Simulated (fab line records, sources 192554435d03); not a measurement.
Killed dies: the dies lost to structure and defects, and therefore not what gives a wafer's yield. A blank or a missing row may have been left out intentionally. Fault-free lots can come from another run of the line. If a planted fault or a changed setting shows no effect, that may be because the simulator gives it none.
Check of tool commonality    flow n5Finfet    10 lots, 30 wafers sampled

REASON FOR OPENING
2 of 10 lots carry a flag on the reading M5_OVL at N5_BEOL_M5_OVL_MEAS_12. Fault-free wafers read 0.0 nm, with a standard deviation of 0.69.
Rule: flag the lot when none of its wafers has a number, or when each of its wafers that has one lies beyond 4 standard deviations from that mean. The other lots count as sound.

lot   measured      on          M5_OVL (nm), wafer by wafer  flag
L296  day 8 03:25   overlay-01  0.4 -0.8 0.5                 
L297  day 8 11:01   overlay-02  0.2 0.0 0.1                  
L299  day 9 04:04   overlay-02  -0.6 -0.5 -1.2               
L300  day 9 06:47   overlay-01  -1.0 -0.4 -0.9               
L303  day 10 03:25  overlay-02  -0.3 -1.1 -0.1               
L306  day 10 07:21  overlay-01  0.8 1.6 1.4                  
L305  day 10 22:19  overlay-02  0.0 0.0 0.5                  
L312  day 12 02:20  overlay-01  7.5 6.8 6.9                  FLAGGED
L311  day 12 02:26  overlay-01  8.1 7.2 7.0                  FLAGGED
L315  day 13 03:12  overlay-02  -0.3 0.1 0.8                 
The numbers of the flagged lots are 7.2 nm on average: +7.2 nm against the usual, or +11 standard deviations.

WHICH TOOL RAN EACH LOT
2 process steps preceding the reading are held in the record, out of 1938 steps in the route. In each cell: the tool, then ch and the chambers that the sampled wafers went through, then the start.
lot   flag     N5_BEOL_M5_PECVD_70              N5_BEOL_M5_EXPOSE_08
L296           pecvd-01 ch 0,1,2, day 8 00:37   euvScanner-01 ch 0, day 8 03:15
L297           pecvd-03 ch 1,2, day 8 07:38     euvScanner-01 ch 0, day 8 10:52
L299           pecvd-01 ch 0,1,2, day 9 02:58   euvScanner-01 ch 0, day 9 03:54
L300           pecvd-01 ch 0,1,2, day 9 05:24   euvScanner-01 ch 0, day 9 06:38
L303           pecvd-04 ch 0,1,2, day 10 01:35  euvScanner-02 ch 0, day 10 03:15
L306           pecvd-03 ch 0,1,2, day 10 04:29  euvScanner-02 ch 0, day 10 07:12
L305           pecvd-01 ch 0,1,2, day 10 19:27  euvScanner-01 ch 0, day 10 22:09
L312  FLAGGED  pecvd-01 ch 0,1,2, day 12 00:44  euvScanner-01 ch 0, day 12 02:10
L311  FLAGGED  pecvd-03 ch 0,1,2, day 12 00:58  euvScanner-01 ch 0, day 12 02:16
L315           pecvd-03 ch 0,1,2, day 13 02:32  euvScanner-02 ch 0, day 13 03:02
These steps, and what they do:
- N5_BEOL_M5_PECVD_70: deposits SiO2 from TEOS/O2, target thk 16 nm, time 18 s.
- N5_BEOL_M5_EXPOSE_08: exposes mask M5, target cd 28 nm.
- N5_BEOL_M5_OVL_MEAS_12

FLAGGED AGAINST TOTAL, ONE TOOL AT A TIME (gauges that did the reading follow at the end)
step                    tool           lots run  flagged  share of the flagged lots  sound lots run after its first flagged lot
N5_BEOL_M5_PECVD_70     pecvd-01       5         1        some                       0
N5_BEOL_M5_PECVD_70     pecvd-03       4         1        some                       1 (L315)
N5_BEOL_M5_PECVD_70     pecvd-04       1         0        none                       -
N5_BEOL_M5_EXPOSE_08    euvScanner-01  7         2        all                        0
N5_BEOL_M5_EXPOSE_08    euvScanner-02  3         0        none                       -
N5_BEOL_M5_OVL_MEAS_12  overlay-01     5         2        all                        0
N5_BEOL_M5_OVL_MEAS_12  overlay-02     5         0        none                       -

WHAT THE TABLE PERMITS
Rows of the table that ran all the flagged lots, 2 in number: euvScanner-01 at N5_BEOL_M5_EXPOSE_08; overlay-01 at N5_BEOL_M5_OVL_MEAS_12.
- euvScanner-01 at N5_BEOL_M5_EXPOSE_08 ran 7 lots, 2 of them flagged. A fault beginning between L305 (day 10 22:09), its last sound lot, and L312 (day 12 02:10), its first flagged one, fits the data.
- overlay-01 at N5_BEOL_M5_OVL_MEAS_12 ran 5 lots, 2 of them flagged. A fault beginning between L306 (day 10 07:21), its last sound lot, and L312 (day 12 02:20), its first flagged one, fits the data.
A lot count leaves these 2 tools indistinguishable: every one of them fits a fault beginning at some hour. More lots, or a look at what each step does to the wafer, might.

WHAT THE SIMULATOR HAD PUT IN
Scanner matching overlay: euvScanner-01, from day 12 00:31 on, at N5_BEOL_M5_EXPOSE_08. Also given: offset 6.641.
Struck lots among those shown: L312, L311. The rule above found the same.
